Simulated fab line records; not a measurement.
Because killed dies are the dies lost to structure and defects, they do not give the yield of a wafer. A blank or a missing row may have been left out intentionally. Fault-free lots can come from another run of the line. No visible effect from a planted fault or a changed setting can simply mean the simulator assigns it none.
One fault seen from 2 desks :: flow n5Finfet :: each desk has only its own numbers; what lay behind them comes last

== DESK OF THE TOOL OWNER: rieDiel-04 ==
The tool's own readings at N5_BEOL_M9_TRENCH_ETCH_37 (etches SiCOH lowk in C4F6/O2, target depth 151.43 nm, time 49 s): means of the sampled wafers that have a number, for each lot that ran on this tool. Marked OUT: a lot whose mean sits more than 4 standard deviations from the usual mean, which makes it out of limits; the brackets give that distance.
Columns: A = biasW at N5_BEOL_M9_TRENCH_ETCH_37, usual 184.9 W; B = drypumpMotorCurrentA at N5_BEOL_M9_TRENCH_ETCH_37, usual 5.8 A; C = oesProductAu at N5_BEOL_M9_TRENCH_ETCH_37, usual 0.79 a.u.; D = rfVppV at N5_BEOL_M9_TRENCH_ETCH_37, usual 662 V; E = showerheadPlenumPTorr at N5_BEOL_M9_TRENCH_ETCH_37, usual 2.87 Torr; F = throttleValvePct at N5_BEOL_M9_TRENCH_ETCH_37, usual 20.90 %
lot: L232
first seen here: day 10 12:12
A: 184.9
B: 5.5
C: 0.80
D: 667
E: 2.78
F: 20.85

lot: L230
first seen here: day 10 21:53
A: 185.3
B: 5.5
C: 0.80
D: 666
E: 2.78
F: 20.86

lot: L243
first seen here: day 13 08:55
A: 185.1
B: 5.8
C: 0.80
D: 657
E: 2.86
F: 21.02

lot: L249
first seen here: day 14 22:03
A: 90.2 (-99 or more) OUT
B: 5.6
C: 0.75
D: 378 (-33) OUT
E: 2.75
F: 20.52
This desk's verdict: out of limits on L249, starting with L249 at day 14 22:03 (biasW at N5_BEOL_M9_TRENCH_ETCH_37). L232, L230, L243: within limits.

== METROLOGY DESK ==
Means of the sampled wafers that have a number, per lot and without regard to the tool the lot ran on: this is what the gauges read. Marked OUT: a lot whose mean sits more than 4 standard deviations from the usual mean, which makes it out of limits; the brackets give that distance.
Columns: A = V8_OVL at N5_BEOL_M9_OVL_MEAS_29, usual -0.1 nm; B = trenchDepthNm at N5_BEOL_M9_OCD_MEAS_38, usual 150.8 nm; C = M9_THK at N5_BEOL_M9_THK_MEAS_53, usual 139.2 nm; D = M9_RS at N5_BEOL_M9_RS_MEAS_57, usual 0.151 ohm/sq
lot: L228
first seen here: day 10 01:43
A: -0.8
B: 149.7
C: 138.4
D: 0.153

lot: L232
first seen here: day 10 11:50
A: 1.0
B: 150.0
C: 140.2
D: 0.151

lot: L230
first seen here: day 10 21:30
A: 0.1
B: 151.7
C: 139.7
D: 0.150

lot: L236
first seen here: day 11 14:46
A: 0.1
B: 153.7
C: 145.6
D: 0.146

lot: L237
first seen here: day 11 19:23
A: -0.2
B: 149.7
C: 139.0
D: 0.154

lot: L239
first seen here: day 12 15:22
A: 0.7
B: 149.1
C: 134.7
D: 0.156

lot: L240
first seen here: day 13 04:59
A: -0.1
B: 153.7
C: 140.3
D: 0.149

lot: L243
first seen here: day 13 08:29
A: 0.1
B: 152.8
C: 140.1
D: 0.148

lot: L249
first seen here: day 14 21:31
A: 0.2
B: 123.6 (-12) OUT
C: 111.6 (-10) OUT
D: 0.193 (+13) OUT

lot: L250
first seen here: day 15 00:37
A: -0.3
B: 149.3
C: 137.1
D: 0.154

lot: L251
first seen here: day 15 08:04
A: 0.0
B: 151.5
C: 141.0
D: 0.150
This desk's verdict: out of limits on L249, starting with L249 at day 14 22:13 (trenchDepthNm at N5_BEOL_M9_OCD_MEAS_38). L228, L232, L230, L236, L237, L239, L240, L243, L250, L251: within limits.

== TAKEN TOGETHER ==
The tool owner's desk could have raised an alarm at day 14 22:03, on L249.
An alarm was possible from the metrology desk at day 14 22:13, on L249.
The lots listed all ran N5_BEOL_M9_TRENCH_ETCH_37 on rieDiel-04.

== WHAT HAD BEEN PUT IN BY THE SIMULATOR ==
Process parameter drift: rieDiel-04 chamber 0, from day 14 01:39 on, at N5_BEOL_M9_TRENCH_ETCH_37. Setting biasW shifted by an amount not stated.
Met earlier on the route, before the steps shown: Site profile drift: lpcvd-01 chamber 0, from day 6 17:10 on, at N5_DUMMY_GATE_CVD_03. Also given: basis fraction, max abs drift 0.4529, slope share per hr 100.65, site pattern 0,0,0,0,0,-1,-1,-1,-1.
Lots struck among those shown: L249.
Fault start to first reading out of limits, in hours, per desk: tool owner, 20; metrology, 21.
